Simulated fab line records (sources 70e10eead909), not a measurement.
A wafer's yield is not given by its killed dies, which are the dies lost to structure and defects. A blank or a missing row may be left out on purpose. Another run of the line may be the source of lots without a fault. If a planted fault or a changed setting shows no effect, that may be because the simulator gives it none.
fab line records    flow nand-harc
record lots=24  wafers=72  last-day=34
route steps=1302 shown A_M0@1152 A_M1@1179 THIN_TSV@1262
lots with no fault: from the same line, run without faults
start-h: hours from the record's opening day to when the first of the lot's shown wafers began    wait-h: hours from the lot's prior step to this one    " repeats the value in the row above    L1.1+2: a row that stands for several wafers    - value missing, or start not given    * or withheld: withheld    < > ~ a bound
route shown NAME@n: names a module that has steps shown in the file, with the first one's number in the route    usual: the fault-free wafers' mean and standard deviation    same: alike in all rows    chamber/n: place in a boat    sites: each site's reading    _std_site: standard deviation of those values    _edge_site: mean of outer sites minus mean of inner sites    radius-mm: for every site, how far away it sits from the centre of the wafer    mask NAME#n: copy n    behind: tool/chamber where the wafer was last shaped    hold: reason for holding the lot/hours on hold/outcome of the hold    device: names the non-switching transistor (n, p or np)    end of line: the tests these same wafers got at the end of their route    a step with no rows: only its recipe    killed: at the first sort, the dies lost to defects and structure; wafer yield is something else    map: shows each die of a wafer: x if killed, . if not, _ if none is there
set.NAME: setting as actually run; set.NAME@STEP: the setting as run at that earlier step    model.NAME: the simulator's own value behind a step, which no gauge read
route steps across a sampled set of lots; one table per step, one row per wafer
services: from which hour (start-h, from the record's first day; less than 0 if before it) a tool's chamber was out of use, for how many hours, and why
## steps
# step NHARC_A_M0_ETCH_15
# recipe target-depth-a=1500  overetch-a=150  time-s=82.5  c4f8-flow-sccm=withheld  ar-flow-sccm=400  rf-w=600  bias-w=300  chemistry=C4F8/Ar
# usual oes-product-au=0.948/0.022  rf-vpp-V=440.6/2.8
lot.wafer  tool         chamber  start-h  wait-h  oes-product-au  rf-hours-counter-h  rf-vpp-V
L077.4     rie-diel-05  2        -        -       0.932           4.4                 439.4
L077.6     "            1        "        "       0.929           -                   441.9
L077.5     "            2        "        "       0.928           -                   439.7
L074.1     rie-diel-06  3        -        -       0.948           2.2                 443.1
L074.4     "            2        "        "       0.953           3.1                 437.5
L074.6     "            0        "        "       0.947           -                   441.4
L075.2     rie-diel-05  2        -        -       0.926           5.1                 439.2
L075.5     "            2        "        "       0.919           -                   439.2
L075.6     "            3        "        "       0.935           -                   444.9
L076.1     rie-diel-05  3        -        -       0.931           5.7                 445.6
L076.2     "            0        "        "       0.919           5.9                 439.5
L076.5     "            2        "        "       0.922           -                   438.1
L078.3     rie-diel-06  2        -        -       0.928           5.1                 435.9
L078.5     "            1        "        "       0.917           -                   441.1
L078.6     "            2        "        "       0.927           -                   435.4
L079.4     rie-diel-01  1        -        -       0.996           0.5                 439.4
L079.2     "            0        "        "       0.970           0.6                 437.9
L079.5     "            1        "        "       0.981           -                   440.8
L081.2     rie-diel-01  2        -        -       0.952           1.2                 444.2
L081.6     "            2        "        "       0.959           -                   444.3
L081.5     "            3        "        "       0.960           -                   438.7
L080.4     rie-diel-06  0        -        -       0.913           5.8                 443.8
L080.6     "            2        "        "       0.932           -                   437.2
L080.5     "            3        "        "       0.936           -                   444.0
L082.4     rie-diel-05  2        -        -       0.982           1.0                 439.2
L082.1     "            0        "        "       0.994           0.6                 439.6
L082.2     "            1        "        "       0.979           1.0                 441.8
L083.1     rie-diel-01  0        -        -       0.962           2.8                 436.4
L083.3     "            1        "        "       0.968           2.7                 439.8
L083.2     "            3        "        "       0.960           2.9                 440.7
L084.2     rie-diel-05  3        -        -       0.959           0.8                 445.1
L084.3     "            0        "        "       0.980           0.8                 440.6
L084.6     "            2        "        "       0.970           -                   439.4
L085.1     rie-diel-01  3        -        -       0.958           3.5                 439.0
L085.4     "            1        "        "       0.984           3.2                 440.0
L085.3     "            2        "        "       0.959           3.3                 445.7
L086.1     rie-diel-01  0        -        -       0.945           3.7                 435.8
L086.2     "            2        "        "       0.952           3.5                 444.8
L086.5     "            0        "        "       0.950           -                   438.1
L087.1     rie-diel-01  1        -        -       0.973           3.5                 439.1
L087.5     "            0        "        "       0.976           -                   436.6
L087.6     "            1        "        "       0.980           -                   439.1
L089.4     rie-diel-05  3        -        -       0.930           2.6                 444.4
L089.2     "            0        "        "       0.933           2.5                 439.7
L089.6     "            3        "        "       0.926           -                   446.8
L088.1     rie-diel-05  3        -        -       0.928           2.8                 444.8
L088.5     "            0        "        "       0.922           -                   440.4
L088.6     "            1        "        "       0.929           -                   440.9
L090.1     rie-diel-05  2        -        -       0.951           4.7                 438.9
L090.4     "            2        "        "       0.944           -                   437.8
L090.5     "            1        "        "       0.957           -                   440.2
L092.4     rie-diel-05  3        -        -       0.932           5.9                 446.3
L092.3     "            0        "        "       0.925           5.7                 440.4
L092.1     "            2        "        "       0.927           5.8                 439.3
L091.1     rie-diel-01  3        -        -       0.974           8.0                 437.7
L091.2     "            0        "        "       0.967           7.1                 437.2
L091.3     "            1        "        "       0.981           7.6                 441.6
L093.2     rie-diel-05  2        -        -       0.961           6.0                 438.7
L093.4     "            3        "        "       0.953           6.1                 445.0
L093.1     "            0        "        "       0.990           5.9                 441.2
L094.2     rie-diel-01  2        -        -       0.932           8.2                 446.5
L094.1     "            1        "        "       0.943           7.7                 439.9
L094.5     "            2        "        "       0.917           -                   447.0
L095.4     rie-diel-05  3        -        -       0.943           9.4                 442.9
L095.3     "            0        "        "       0.919           9.2                 439.9
L095.6     "            1        "        "       0.932           -                   441.0
L097.2     rie-diel-06  1        -        -       0.914           5.0                 440.3
L097.6     "            1        "        "       0.906           -                   441.2
L097.5     "            2        "        "       0.915           -                   435.4
L096.2     rie-diel-01  3        -        -       0.947           1.0                 438.7
L096.1     "            1        "        "       0.968           1.0                 439.5
L096.6     "            1        "        "       0.961           -                   440.8
# step NHARC_A_M0_INSPECT_27
# usual raw-defect-count=530/130
lot.wafer  tool               chamber  start-h  wait-h  raw-defect-count
L077.4     defect-inspect-02  -        545.35   0.0     496
L077.5     "                  -        "        "       764
L077.6     "                  -        "        "       569
L074.1     defect-inspect-02  -        547.79   0.0     461
L074.4     "                  -        "        "       481
L074.6     "                  -        "        "       425
L075.2     defect-inspect-01  -        555.27   0.0     366
L075.5     "                  -        "        "       417
L075.6     "                  -        "        "       631
L076.1     defect-inspect-01  -        560.05   0.0     514
L076.2     "                  -        "        "       506
L076.5     "                  -        "        "       475
L078.3     defect-inspect-02  -        576.50   0.0     444
L078.5     "                  -        "        "       488
L078.6     "                  -        "        "       590
L079.2     defect-inspect-02  -        580.29   0.0     602
L079.4     "                  -        "        "       418
L079.5     "                  -        "        "       401
L081.2     defect-inspect-02  -        586.98   0.0     440
L081.5     "                  -        "        "       439
L081.6     "                  -        "        "       373
L080.4     defect-inspect-02  -        589.71   0.0     458
L080.5     "                  -        "        "       578
L080.6     "                  -        "        "       465
L082.1     defect-inspect-02  -        616.36   0.0     493
L082.2     "                  -        "        "       382
L082.4     "                  -        "        "       428
L083.1     defect-inspect-01  -        632.21   0.0     639
L083.2     "                  -        "        "       446
L083.3     "                  -        "        "       379
L084.2     defect-inspect-02  -        632.70   0.0     571
L084.3     "                  -        "        "       568
L084.6     "                  -        "        "       597
L085.1     defect-inspect-01  -        638.79   0.0     473
L085.3     "                  -        "        "       427
L085.4     "                  -        "        "       426
L086.1     defect-inspect-02  -        644.05   0.0     541
L086.2     "                  -        "        "       529
L086.5     "                  -        "        "       611
L087.1     defect-inspect-01  -        648.94   0.0     714
L087.5     "                  -        "        "       853
L087.6     "                  -        "        "       698
L089.2     defect-inspect-01  -        668.88   0.0     514
L089.4     "                  -        "        "       778
L089.6     "                  -        "        "       710
L088.1     defect-inspect-01  -        670.19   0.0     473
L088.5     "                  -        "        "       359
L088.6     "                  -        "        "       636
L090.1     defect-inspect-02  -        705.26   0.0     682
L090.4     "                  -        "        "       426
L090.5     "                  -        "        "       417
L092.1     defect-inspect-02  -        712.63   0.0     462
L092.3     "                  -        "        "       408
L092.4     "                  -        "        "       456
L091.1     defect-inspect-01  -        714.43   0.0     494
L091.2     "                  -        "        "       355
L091.3     "                  -        "        "       455
L093.1     defect-inspect-02  -        716.97   0.0     351
L093.2     "                  -        "        "       411
L093.4     "                  -        "        "       476
L094.1     defect-inspect-01  -        721.43   0.0     653
L094.2     "                  -        "        "       415
L094.5     "                  -        "        "       556
L095.3     defect-inspect-01  -        745.81   0.0     373
L095.4     "                  -        "        "       376
L095.6     "                  -        "        "       514
L097.2     defect-inspect-01  -        757.66   0.0     699
L097.5     "                  -        "        "       519
L097.6     "                  -        "        "       529
L096.1     defect-inspect-02  -        769.34   0.0     774
L096.2     "                  -        "        "       726
L096.6     "                  -        "        "       707
# step NHARC_A_M1_CD_MEAS_09
# recipe target-cd-nm=120  landing-energy-ev=500
# usual cd-nm=120.1/0.71
lot.wafer  tool       chamber  start-h  wait-h  cd-nm
L077.4     cd-sem-02  0        546.80   -       120.0
L077.5     "          0        "        "       119.2
L077.6     "          0        "        "       120.4
L074.1     cd-sem-01  0        549.35   -       119.3
L074.4     "          0        "        "       119.8
L074.6     "          0        "        "       119.2
L075.2     cd-sem-02  0        556.83   -       120.1
L075.5     "          0        "        "       120.1
L075.6     "          0        "        "       119.7
L076.1     cd-sem-02  0        561.65   -       118.9
L076.2     "          0        "        "       120.6
L076.5     "          0        "        "       119.3
L078.3     cd-sem-01  0        577.90   -       120.4
L078.5     "          0        "        "       120.0
L078.6     "          0        "        "       120.1
L079.2     cd-sem-03  0        581.67   -       120.5
L079.4     "          0        "        "       120.3
L079.5     "          0        "        "       120.5
L081.2     cd-sem-01  0        588.38   -       118.8
L081.5     "          0        "        "       119.1
L081.6     "          0        "        "       119.5
L080.4     cd-sem-01  0        591.09   -       120.8
L080.5     "          0        "        "       121.4
L080.6     "          0        "        "       120.7
L082.1     cd-sem-01  0        617.75   -       120.0
L082.2     "          0        "        "       121.3
L082.4     "          0        "        "       121.3
L083.1     cd-sem-03  0        633.58   -       120.6
L083.2     "          0        "        "       120.6
L083.3     "          0        "        "       120.6
L084.2     cd-sem-03  0        634.30   -       120.4
L084.3     "          0        "        "       121.2
L084.6     "          0        "        "       120.6
L085.1     cd-sem-01  0        640.17   -       119.6
L085.3     "          0        "        "       119.8
L085.4     "          0        "        "       118.9
L086.1     cd-sem-02  0        645.32   -       120.4
L086.2     "          0        "        "       119.7
L086.5     "          0        "        "       121.0
L087.1     cd-sem-02  0        650.21   -       119.8
L087.5     "          0        "        "       119.0
L087.6     "          0        "        "       119.9
L089.2     cd-sem-03  0        670.13   -       120.3
L089.4     "          0        "        "       119.5
L089.6     "          0        "        "       119.1
L088.1     cd-sem-03  0        671.61   -       120.5
L088.5     "          0        "        "       120.3
L088.6     "          0        "        "       121.3
L090.1     cd-sem-01  0        706.53   -       119.8
L090.4     "          0        "        "       119.9
L090.5     "          0        "        "       120.4
L092.1     cd-sem-01  0        714.02   -       121.9
L092.3     "          0        "        "       121.5
L092.4     "          0        "        "       121.1
L091.1     cd-sem-03  0        715.73   -       119.8
L091.2     "          0        "        "       119.4
L091.3     "          0        "        "       119.6
L093.1     cd-sem-03  0        718.37   -       119.8
L093.2     "          0        "        "       120.2
L093.4     "          0        "        "       120.2
L094.1     cd-sem-02  0        722.79   -       119.7
L094.2     "          0        "        "       119.8
L094.5     "          0        "        "       119.8
L095.3     cd-sem-03  0        747.20   -       120.0
L095.4     "          0        "        "       120.0
L095.6     "          0        "        "       120.5
L097.2     cd-sem-02  0        759.07   -       120.3
L097.5     "          0        "        "       120.5
L097.6     "          0        "        "       119.2
L096.1     cd-sem-02  0        770.88   -       120.6
L096.2     "          0        "        "       121.1
L096.6     "          0        "        "       120.4
# step NHARC_A_M1_PVD_21
# recipe target-thk-a=300  chamber-pressure-pa=5  power-w=5000  substrate-temp-c=30  time-s=20.49  material=Cu
# usual throttle-valve-pct=30.6/1
lot.wafer  tool            chamber  start-h  wait-h  throttle-valve-pct
L077.4     pvd-sputter-01  -        -        -       32.6
L077.5     "               -        "        "       30.8
L077.6     "               -        "        "       32.4
L074.1     pvd-sputter-02  -        -        -       29.3
L074.4     "               -        "        "       31.5
L074.6     "               -        "        "       29.5
L075.2     pvd-sputter-02  -        -        -       30.6
L075.5     "               -        "        "       29.0
L075.6     "               -        "        "       29.5
L076.2     pvd-sputter-01  -        -        -       30.3
L076.1     "               -        "        "       30.9
L076.5     "               -        "        "       30.4
L078.3     pvd-sputter-01  -        -        -       30.7
L078.5     "               -        "        "       30.4
L078.6     "               -        "        "       31.5
L079.2     pvd-sputter-03  -        -        -       27.9
L079.4     "               -        "        "       29.3
L079.5     "               -        "        "       30.4
L081.2     pvd-sputter-02  -        -        -       29.3
L081.6     "               -        "        "       29.1
L081.5     "               -        "        "       29.2
L080.4     pvd-sputter-01  -        -        -       30.5
L080.5     "               -        "        "       30.1
L080.6     "               -        "        "       30.7
L082.1     pvd-sputter-02  -        -        -       29.5
L082.2     "               -        "        "       31.1
L082.4     "               -        "        "       31.3
L083.1     pvd-sputter-01  -        -        -       32.5
L083.2     "               -        "        "       30.3
L083.3     "               -        "        "       30.9
L084.3     pvd-sputter-02  -        -        -       31.2
L084.2     "               -        "        "       29.3
L084.6     "               -        "        "       31.5
L085.3     pvd-sputter-01  -        -        -       31.1
L085.1     "               -        "        "       32.2
L085.4     "               -        "        "       30.1
L086.2     pvd-sputter-01  -        -        -       30.7
L086.1     "               -        "        "       31.1
L086.5     "               -        "        "       30.9
L087.1     pvd-sputter-02  -        -        -       29.5
L087.5     "               -        "        "       29.3
L087.6     "               -        "        "       31.5
L089.2     pvd-sputter-01  -        -        -       30.4
L089.4     "               -        "        "       31.1
L089.6     "               -        "        "       30.9
L088.1     pvd-sputter-02  -        -        -       29.4
L088.6     "               -        "        "       31.2
L088.5     "               -        "        "       30.8
L090.1     pvd-sputter-02  -        -        -       30.8
L090.4     "               -        "        "       29.3
L090.5     "               -        "        "       29.4
L092.4     pvd-sputter-01  -        -        -       31.3
L092.1     "               -        "        "       32.4
L092.3     "               -        "        "       30.6
L091.1     pvd-sputter-01  -        -        -       31.1
L091.2     "               -        "        "       32.5
L091.3     "               -        "        "       30.1
L093.1     pvd-sputter-03  -        -        -       29.5
L093.2     "               -        "        "       31.2
L093.4     "               -        "        "       30.7
L094.2     pvd-sputter-02  -        -        -       30.9
L094.1     "               -        "        "       29.4
L094.5     "               -        "        "       30.9
L095.4     pvd-sputter-03  -        -        -       29.5
L095.3     "               -        "        "       30.7
L095.6     "               -        "        "       29.2
L097.2     pvd-sputter-02  -        -        -       31.2
L097.5     "               -        "        "       29.4
L097.6     "               -        "        "       31.2
L096.2     pvd-sputter-01  -        -        -       30.7
L096.1     "               -        "        "       31.3
L096.6     "               -        "        "       31.1
# step NHARC_A_M1_CMP_23
# recipe t-overpolish-s=20  target-thk-nm=154.34
# usual motor-current-A=12.1/1.5  time-to-endpoint-s=28.7/2.6
lot.wafer  tool    chamber  start-h  wait-h  motor-current-A  time-to-endpoint-s
L077.4     cmp-04  2        549.16   -       13.2             33.9
L077.6     "       3        "        "       13.9             31.1
L077.5     "       0        "        "       10.6             31.6
L074.1     cmp-03  3        551.67   -       11.4             27.9
L074.4     "       1        "        "       10.0             26.9
L074.6     "       3        "        "       11.8             26.6
L075.2     cmp-01  3        559.15   -       11.9             32.6
L075.5     "       2        "        "       13.0             32.3
L075.6     "       3        "        "       11.0             32.5
L076.1     cmp-01  2        563.96   -       12.6             27.3
L076.2     "       0        "        "       13.0             27.5
L076.5     "       1        "        "       13.2             27.1
L078.3     cmp-04  3        580.21   -       13.9             29.1
L078.6     "       2        "        "       13.5             34.6
L078.5     "       3        "        "       13.4             30.2
L079.4     cmp-01  2        583.99   -       13.0             32.1
L079.2     "       3        "        "       11.5             29.9
L079.5     "       2        "        "       12.5             31.3
L081.2     cmp-03  0        590.74   -       8.3              28.2
L081.5     "       0        "        "       7.8              27.2
L081.6     "       1        "        "       10.0             29.6
L080.4     cmp-04  0        593.45   -       11.3             26.4
L080.5     "       2        "        "       12.9             30.7
L080.6     "       3        "        "       14.3             28.0
L082.2     cmp-01  2        620.13   -       13.0             29.7
L082.1     "       3        "        "       11.4             27.3
L082.4     "       0        "        "       12.9             29.1
L083.3     cmp-03  1        635.86   -       10.3             27.6
L083.1     "       2        "        "       12.7             27.2
L083.2     "       0        "        "       8.5              28.8
L084.2     cmp-04  3        636.60   -       13.9             26.7
L084.3     "       1        "        "       12.7             28.6
L084.6     "       3        "        "       13.7             26.7
L085.1     cmp-03  1        642.48   -       10.5             28.6
L085.4     "       3        "        "       11.6             30.0
L085.3     "       0        "        "       8.4              27.4
L086.2     cmp-01  2        647.67   -       12.6             31.5
L086.1     "       3        "        "       11.3             34.1
L086.5     "       0        "        "       13.2             30.9
L087.1     cmp-01  3        652.67   -       11.2             31.0
L087.5     "       0        "        "       13.3             32.6
L087.6     "       1        "        "       13.5             31.8
L089.2     cmp-04  0        672.59   -       12.2             28.9
L089.4     "       3        "        "       13.5             26.8
L089.6     "       0        "        "       11.4             30.3
L088.1     cmp-03  2        673.99   -       11.7             24.0
L088.6     "       3        "        "       11.5             25.6
L088.5     "       0        "        "       8.3              25.1
L090.1     cmp-01  0        708.82   -       13.1             31.7
L090.4     "       2        "        "       12.7             26.1
L090.5     "       1        "        "       13.8             29.0
L092.1     cmp-03  1        716.30   -       10.7             27.7
L092.3     "       2        "        "       12.6             25.7
L092.4     "       3        "        "       12.0             27.9
L091.2     cmp-03  2        718.02   -       12.0             25.2
L091.3     "       3        "        "       11.7             27.0
L091.1     "       1        "        "       10.8             27.4
L093.4     cmp-04  2        720.67   -       12.8             26.4
L093.2     "       3        "        "       13.3             24.2
L093.1     "       0        "        "       12.5             27.2
L094.1     cmp-03  1        725.08   -       10.9             27.8
L094.2     "       0        "        "       8.5              26.9
L094.5     "       2        "        "       12.8             27.9
L095.3     cmp-04  2        749.54   -       12.6             31.1
L095.4     "       3        "        "       13.2             23.5
L095.6     "       2        "        "       14.0             28.8
L097.2     cmp-03  0        761.37   -       8.2              25.7
L097.5     "       0        "        "       8.3              27.6
L097.6     "       1        "        "       10.4             29.7
L096.1     cmp-01  0        773.41   -       12.8             33.9
L096.2     "       1        "        "       14.0             33.0
L096.6     "       2        "        "       12.5             33.4
# step NHARC_THIN_TSV_ETCH_44
# recipe target-depth-a=15942  time-s=797.1  cf4-flow-sccm=150  o2-flow-sccm=10  ar-flow-sccm=0  rf-w=300  bias-w=800  chemistry=CF4/O2
# usual drypump-motor-current-A=5.6/0.57  mfc-ar-sccm=0.012/0.014  oes-product-au=1.004/0.0094  rf-vpp-V=794/5  showerhead-plenum-p-Torr=1.83/0.08  throttle-valve-pct=16.914/0.0089
lot.wafer  tool         chamber  start-h  wait-h  drypump-motor-current-A  mfc-ar-sccm  oes-product-au  rf-hours-counter-h  rf-vpp-V  showerhead-plenum-p-Torr  throttle-valve-pct
L074.1     rie-diel-11  3        572.43   0.1     6.2                      0.040        1.000           7.1                 788       1.72                      16.910
L074.4     "            2        "        "       5.4                      0.003        1.000           8.8                 792       1.81                      16.916
L074.6     "            3        "        "       6.2                      0.040        0.996           -                   788       1.72                      16.905
L077.4     rie-diel-05  3        573.95   0.2     6.4                      0.035        1.006           6.5                 802       1.96                      16.911
L077.6     "            0        "        "       6.1                      0.015        1.002           -                   794       1.83                      16.896
L077.5     "            1        "        "       6.0                      0            1.007           -                   794       1.83                      16.902
L075.2     rie-diel-05  3        576.99   0.1     6.5                      0.035        1.007           7.2                 802       1.96                      16.906
L075.5     "            2        "        "       5.5                      0.003        1.006           -                   792       1.78                      16.905
L075.6     "            3        "        "       6.5                      0.035        1.007           -                   801       1.96                      16.922
L076.2     rie-diel-11  3        585.02   0.1     6.2                      0.040        1.004           8.9                 788       1.72                      16.924
L076.1     "            0        "        "       4.8                      0            0.993           8.0                 796       1.87                      16.928
L076.5     "            2        "        "       5.4                      0.003        1.007           -                   794       1.81                      16.923
L078.3     rie-diel-01  1        598.17   0.1     6.2                      0.024        1.014           1.2                 793       1.79                      16.908
L078.6     "            0        "        "       5.0                      0            1.006           -                   788       1.72                      16.904
L078.5     "            1        "        "       6.2                      0.024        1.015           -                   793       1.79                      16.907
L079.4     rie-diel-11  1        605.88   0.1     5.1                      0            1.007           10.2                801       1.95                      16.932
L079.2     "            0        "        "       4.8                      0            1.000           9.3                 797       1.87                      16.919
L079.5     "            1        "        "       5.1                      0            1.009           -                   802       1.95                      16.926
L081.2     rie-diel-05  1        606.92   0.1     6.0                      0            0.999           0.4                 794       1.83                      16.913
L081.5     "            1        "        "       6.0                      0            1.009           -                   795       1.83                      16.905
L081.6     "            2        "        "       5.4                      0.003        0.996           -                   790       1.78                      16.909
L080.4     rie-diel-01  2        611.10   0.2     4.8                      0.004        1.003           2.0                 802       1.96                      16.905
L080.6     "            0        "        "       5.1                      0            0.992           -                   787       1.72                      16.899
L080.5     "            1        "        "       6.2                      0.024        1.011           -                   791       1.79                      16.907
L082.4     rie-diel-05  2        639.09   0.1     5.5                      0.003        1.010           1.5                 792       1.78                      16.921
L082.1     "            0        "        "       6.1                      0.015        1.011           1.2                 793       1.83                      16.903
L082.2     "            1        "        "       6.0                      0            1.025           1.6                 796       1.83                      16.917
L083.3     rie-diel-01  1        654.33   0.1     6.2                      0.024        1.020           3.7                 791       1.79                      16.920
L083.1     "            2        "        "       4.8                      0.004        1.008           3.8                 802       1.96                      16.908
L083.2     "            3        "        "       6.1                      0.015        0.989           4.1                 793       1.77                      16.908
L084.3     rie-diel-01  2        655.46   0.1     4.8                      0.004        1.008           4.0                 801       1.96                      16.921
L084.2     "            3        "        "       6.1                      0.015        0.983           4.3                 792       1.77                      16.921
L084.6     "            2        "        "       4.8                      0.004        0.994           -                   803       1.96                      16.896
L085.3     rie-diel-05  0        660.21   0.1     6.1                      0.015        1.001           2.1                 794       1.83                      16.906
L085.1     "            1        "        "       6.0                      0            1.019           2.4                 794       1.83                      16.904
L085.4     "            3        "        "       6.5                      0.035        1.006           2.4                 802       1.96                      16.921
L086.1     rie-diel-01  2        665.26   0.1     4.8                      0.004        1.005           5.0                 803       1.96                      16.924
L086.2     "            3        "        "       6.1                      0.015        0.991           5.3                 791       1.77                      16.913
L086.5     "            2        "        "       4.8                      0.004        1.009           -                   801       1.96                      16.920
L087.1     rie-diel-01  0        670.58   0.2     5.1                      0            1.003           5.4                 787       1.72                      16.925
L087.6     "            1        "        "       6.2                      0.024        1.005           -                   790       1.79                      16.914
L087.5     "            2        "        "       4.8                      0.004        0.989           -                   801       1.96                      16.913
L089.2     rie-diel-01  2        690.12   0.1     4.8                      0.004        0.990           6.7                 802       1.96                      16.919
L089.4     "            1        "        "       6.2                      0.024        1.000           6.2                 793       1.79                      16.908
L089.6     "            3        "        "       6.1                      0.015        0.986           -                   790       1.77                      16.914
L088.1     rie-diel-11  1        691.30   0.2     5.2                      0            1.024           4.3                 802       1.95                      16.921
L088.5     "            3        "        "       6.2                      0.040        1.014           -                   788       1.72                      16.893
L088.6     "            0        "        "       4.8                      0            1.004           -                   797       1.86                      16.914
L090.4     rie-diel-11  0        726.33   0.1     4.8                      0            1.014           5.9                 797       1.86                      16.927
L090.1     "            1        "        "       5.2                      0            1.019           5.9                 801       1.95                      16.906
L090.5     "            1        "        "       5.1                      0            1.013           -                   802       1.95                      16.918
L092.3     rie-diel-11  0        733.96   0.1     4.8                      0            1.009           6.5                 798       1.86                      16.925
L092.1     "            1        "        "       5.2                      0            1.024           6.5                 803       1.95                      16.928
L092.4     "            2        "        "       5.4                      0.003        1.008           5.6                 793       1.81                      16.910
L091.1     rie-diel-05  3        735.17   0.1     6.5                      0.035        1.013           8.0                 801       1.96                      16.915
L091.3     "            1        "        "       6.0                      0            1.010           8.0                 795       1.82                      16.923
L091.2     "            2        "        "       5.5                      0.003        1.005           7.8                 791       1.78                      16.907
L093.1     rie-diel-11  2        738.34   0.1     5.4                      0.003        0.992           5.9                 793       1.81                      16.919
L093.2     "            3        "        "       6.2                      0.040        1.005           6.1                 787       1.72                      16.923
L093.4     "            0        "        "       4.8                      0            0.999           6.9                 796       1.86                      16.922
L094.2     rie-diel-01  0        760.63   0.1     5.1                      0            1.011           0.3                 788       1.72                      16.917
L094.1     "            1        "        "       6.2                      0.024        1.003           0.3                 793       1.79                      16.912
L094.5     "            0        "        "       5.0                      0            1.008           -                   786       1.72                      16.919
L095.3     rie-diel-11  2        767.15   0.1     5.4                      0.003        1.002           7.5                 793       1.81                      16.906
L095.4     "            0        "        "       4.8                      0            1.000           8.0                 797       1.86                      16.912
L095.6     "            2        "        "       5.4                      0.003        0.994           -                   790       1.81                      16.918
L097.2     rie-diel-05  3        779.29   0.2     6.4                      0.035        1.003           0.1                 801       1.95                      16.917
L097.6     "            1        "        "       6.0                      0            1.010           -                   794       1.82                      16.914
L097.5     "            2        "        "       5.5                      0.003        1.000           -                   792       1.78                      16.909
L096.2     rie-diel-05  3        791.11   0.1     6.5                      0.035        1.005           1.1                 802       1.95                      16.900
L096.1     "            1        "        "       6.0                      0            0.996           1.8                 794       1.82                      16.913
L096.6     "            3        "        "       6.5                      0.035        0.995           -                   802       1.95                      16.924
## services
tool            chamber  start-h  hours  kind
cmp-03          -        526.78   3.5    repair
cmp-03          -        554.06   4.0    pm
rie-diel-01     -        557.85   9.0    pm
pvd-sputter-01  -        582.05   10.0   pm
rie-diel-05     -        583.66   9.0    pm
pvd-sputter-01  -        595.80   3.2    repair
pvd-sputter-02  -        638.00   10.0   pm
cmp-03          -        652.06   4.0    pm
cmp-03          -        657.07   2.1    repair
rie-diel-01     -        660.51   0.9    repair
rie-diel-01     1        674.91   6.9    repair
rie-diel-05     -        679.78   1.0    repair
rie-diel-05     0        687.84   16.6   repair
cmp-03          -        696.04   0.9    repair
rie-diel-01     0        700.24   8.4    repair
rie-diel-01     -        734.85   9.0    pm
cmp-03          -        744.73   1.1    repair
rie-diel-01     2        749.84   18.9   repair
cmp-03          -        750.06   4.0    pm
pvd-sputter-01  -        760.05   10.0   pm
rie-diel-05     -        760.66   9.0    pm
pvd-sputter-01  -        775.49   2.5    repair
cmp-03          -        776.44   1.2    repair
rie-diel-01     2        780.84   6.8    repair
## key
fault none
